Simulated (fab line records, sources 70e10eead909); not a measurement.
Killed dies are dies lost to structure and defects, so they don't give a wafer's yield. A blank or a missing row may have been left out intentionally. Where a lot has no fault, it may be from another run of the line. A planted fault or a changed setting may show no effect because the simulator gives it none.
What tool caused it?	flow nandHarc	36 wafers from 12 lots sampled at 5 of the route's 1302 steps

WHAT EACH GAUGE READ, for each wafer
NHARC_END_SORT_01. Usual: killedAtArray 52, standard deviation 18; killedAtOther 1.2, standard deviation 1.5; killedAtPeriphery 4, standard deviation 3.2; killedDies 57, standard deviation 17; killedOpen 3.1, standard deviation 1.9; killedShort 2.5, standard deviation 1.7.
lot	measured	on	killedAtArray	killedAtOther	killedAtPeriphery	killedDies	killedOpen	killedShort	flag
L702	day 25 11:59	prober-02	48 40 53	0 1 0	6 1 1	54 42 54	1 4 2	3 3 7	
L704	day 25 20:44	prober-01	47 58 38	0 0 0	2 1 4	49 59 42	5 0 2	0 0 6	
L705	day 27 23:20	prober-01	67 71 58	0 1 0	2 4 1	69 76 59	1 4 2	1 2 1	

WHAT TOOL EACH LOT RAN ON (gives the tool, then ch and the chambers of the sampled wafers, and finally the start)
lot	NHARC_A_CHANNEL_HOLE_D2_ETCH_26	NHARC_A_CHANNEL_HOLE_D2_STRIP_28	NHARC_A_CHANNEL_FILL_D2_ALD_16	NHARC_A_CHANNEL_FILL_D2_ALD_25
L699	harEtch-01 ch 0,1, day 13 02:33	rieDiel-07 ch 2,3, day 13 16:49 or earlier	aldHk-03 ch 0,1,3, day 13 16:49	aldHk-03 ch 0,1,3, day 14 18:19
L701	harEtch-01 ch 0,1, day 13 14:28	rieDiel-08 ch 1,2,3, day 14 04:43 or earlier	aldHk-03 ch 2,3, day 14 04:43	aldHk-02 ch 0,1, day 15 04:47
L702	harEtch-02 ch 0,1, day 14 13:15	rieDiel-07 ch 0,1,3, day 15 03:29 or earlier	aldHk-03 ch 2,3, day 15 03:29	aldHk-04 ch 0,1, day 16 04:44
L704	harEtch-02 ch 0,1, day 15 03:39	rieDiel-02 ch 0,2,3, day 15 18:04 or earlier	aldHk-03 ch 0,1,3, day 15 18:04	aldHk-03 ch 1,2,3, day 16 18:25
L705	harEtch-01 ch 0,1, day 15 20:21	rieDiel-08 ch 0,1,3, day 16 10:44 or earlier	aldHk-03 ch 0,1,2, day 16 10:44	aldHk-02 ch 0,1,2, day 17 11:08
L711	harEtch-02 ch 0,1, day 18 15:43	rieDiel-07 ch 0,2,3, day 19 05:59 or earlier	aldHk-02 ch 1,2,3, day 19 05:59	aldHk-04 ch 0,1,2, day 20 07:51
L712	harEtch-02 ch 0,1, day 19 07:31	rieDiel-08 ch 0,1,3, day 19 21:56 or earlier	aldHk-03 ch 0,2, day 19 21:56	aldHk-03 ch 1,2,3, day 20 23:04
L713	harEtch-02 ch 0,1, day 19 14:41	rieDiel-08 ch 1,2,3, day 20 05:13 or earlier	aldHk-03 ch 0,1,3, day 20 05:13	aldHk-04 ch 0,1,2, day 21 06:59
L714	harEtch-01 ch 0,1, day 19 17:07	rieDiel-08 ch 0,1,2, day 20 05:25 or earlier	aldHk-02 ch 1,2,3, day 20 05:25	aldHk-02 ch 0,1, day 21 07:35
L717	harEtch-01 ch 0,1, day 20 16:40	rieDiel-08 ch 2,3, day 21 06:58 or earlier	aldHk-03 ch 1,3, day 21 06:58	aldHk-03 ch 0,3, day 22 06:14
L722	harEtch-02 ch 0,1, day 22 18:50	rieDiel-02 ch 1,2, day 23 09:32 or earlier	aldHk-02 ch 0,3, day 23 09:32	aldHk-03 ch 0,3, day 24 08:26
L721	harEtch-02 ch 0,1, day 22 22:55	rieDiel-08 ch 0,1,3, day 23 13:12 or earlier	aldHk-04 ch 1,2,3, day 23 13:12	aldHk-04 ch 0,2,3, day 24 15:43
- NHARC_A_CHANNEL_HOLE_D2_ETCH_26: etches the open film in C4F8/O2/Ar, time 224.1 s, target depth 300 nm.
- NHARC_A_CHANNEL_HOLE_D2_STRIP_28: strips in O2.
- NHARC_A_CHANNEL_FILL_D2_ALD_16: deposits SiO2, target thk 1.5 nm, pulse time 10 s, ald cycles 15.
- NHARC_A_CHANNEL_FILL_D2_ALD_25: deposits SiOx, target thk 60 nm, pulse time 10 s, ald cycles 600.

AS READ BY THE TOOLS THEMSELVES (means over the sampled wafers that have a number; for cases with no such wafer, the mark the record gives instead)
NHARC_A_CHANNEL_HOLE_D2_ETCH_26. Usual: biasV 300 V, standard deviation 3.1; c4f8FlowSccm 11.39 sccm, standard deviation 0.033; drypumpMotorCurrentA 5.9 A, standard deviation 0.6; heBacksideLeakSccm 6.0 sccm, standard deviation 0.88; showerheadPlenumPTorr 3.76 Torr, standard deviation 0.11; throttleValvePct 24.585 %, standard deviation 0.009.
lot	tool	biasV (V)	c4f8FlowSccm (sccm)	drypumpMotorCurrentA (A)	heBacksideLeakSccm (sccm)	showerheadPlenumPTorr (Torr)	throttleValvePct (%)	flag
L699	harEtch-01	302	11.39	5.7	6.2	3.75	24.590	
L701	harEtch-01	297	11.41	5.7	6.3	3.75	24.567	
L702	harEtch-02	301	11.38	6.6	7.2	3.81	24.584	
L704	harEtch-02	300	11.36	6.5	7.4	3.80	24.585	
L705	harEtch-01	299	11.42	5.7	6.4	3.73	24.588	
L711	harEtch-02	297	11.41	6.5	5.0	3.78	24.588	
L712	harEtch-02	301	11.41	6.2	5.0	3.87	24.587	
L713	harEtch-02	299	11.41	6.3	5.1	3.86	24.587	
L714	harEtch-01	301	11.41	5.3	6.1	3.70	24.595	
L717	harEtch-01	295	11.37	5.6	6.7	3.68	24.586	
L722	harEtch-02	298	11.44	6.5	5.1	3.75	24.582	
L721	harEtch-02	299	11.37	6.3	5.4	3.84	24.577	

NHARC_A_CHANNEL_HOLE_D2_STRIP_28. Usual: drypumpMotorCurrentA 5.9 A, standard deviation 0.52; oesProductAu 1.000 a.u., standard deviation 0.01; rfVppV 57.8 V, standard deviation 0.98; showerheadPlenumPTorr 3.51 Torr, standard deviation 0.15; throttleValvePct 17.037 %, standard deviation 0.009.
lot	tool	drypumpMotorCurrentA (A)	oesProductAu (a.u.)	rfVppV (V)	showerheadPlenumPTorr (Torr)	throttleValvePct (%)	flag
L699	rieDiel-07	6.1	1.001	57.9	3.54	17.046	
L701	rieDiel-08	6.1	0.993	58.3	3.57	17.035	
L702	rieDiel-07	5.7	0.998	58.7	3.51	17.036	
L704	rieDiel-02	5.9	0.994	58.2	3.38	17.025	
L705	rieDiel-08	5.9	0.999	58.2	3.64	17.040	
L711	rieDiel-07	5.8	1.002	57.8	3.59	17.038	
L712	rieDiel-08	5.9	1.002	58.8	3.64	17.038	
L713	rieDiel-08	6.1	0.996	58.5	3.57	17.037	
L714	rieDiel-08	5.7	1.006	58.2	3.53	17.036	
L717	rieDiel-08	6.6	1.009	58.8	3.55	17.033	
L722	rieDiel-02	6.1	1.001	57.7	3.34	17.040	
L721	rieDiel-08	5.9	1.002	59.0	3.63	17.034	

NHARC_A_CHANNEL_FILL_D2_ALD_16. Usual: heaterPowerW 491 W, standard deviation 47; precursorPulseHeightRel 0.999, standard deviation 0.02.
lot	tool	heaterPowerW (W)	precursorPulseHeightRel	flag
L699	aldHk-03	514	1.005	
L701	aldHk-03	515	1.005	
L702	aldHk-03	494	1.001	
L704	aldHk-03	517	0.991	
L705	aldHk-03	491	0.996	
L711	aldHk-02	431	1.004	
L712	aldHk-03	495	1.001	
L713	aldHk-03	512	1.010	
L714	aldHk-02	432	0.997	
L717	aldHk-03	502	0.981	
L722	aldHk-02	499	1.016	
L721	aldHk-04	508	0.995	

NHARC_A_CHANNEL_FILL_D2_ALD_25. Usual: heaterPowerW 491 W, standard deviation 47; precursorPulseHeightRel 1.001, standard deviation 0.019.
lot	tool	heaterPowerW (W)	precursorPulseHeightRel	flag
L699	aldHk-03	510	0.991	
L701	aldHk-02	512	0.995	
L702	aldHk-04	466	1.012	
L704	aldHk-03	499	1.014	
L705	aldHk-02	466	0.997	
L711	aldHk-04	496	0.993	
L712	aldHk-03	507	1.001	
L713	aldHk-04	496	1.003	
L714	aldHk-02	462	1.004	
L717	aldHk-03	547	1.013	
L722	aldHk-03	530	1.008	
L721	aldHk-04	524	0.991	

THE ANSWER, worked out from the rows above alone
Rule: a lot is off if the mean of its wafers that have a number lies more than 3 standard deviations from the usual mean. Also off: a lot with no number at a reading for which 4 or more lots have one. Any other lot the step has rows for is counted as sound. After the gauges, taken in route order, come the tools' own readings; for these a lot's mean is taken, as printed above. The first step at which some lot is off is used, and at that step the reading that is off furthest; a lot without a number counts as furthest.
No lot is off at any reading shown: from this, nothing can be told.

WHAT THE SIMULATOR PUT IN
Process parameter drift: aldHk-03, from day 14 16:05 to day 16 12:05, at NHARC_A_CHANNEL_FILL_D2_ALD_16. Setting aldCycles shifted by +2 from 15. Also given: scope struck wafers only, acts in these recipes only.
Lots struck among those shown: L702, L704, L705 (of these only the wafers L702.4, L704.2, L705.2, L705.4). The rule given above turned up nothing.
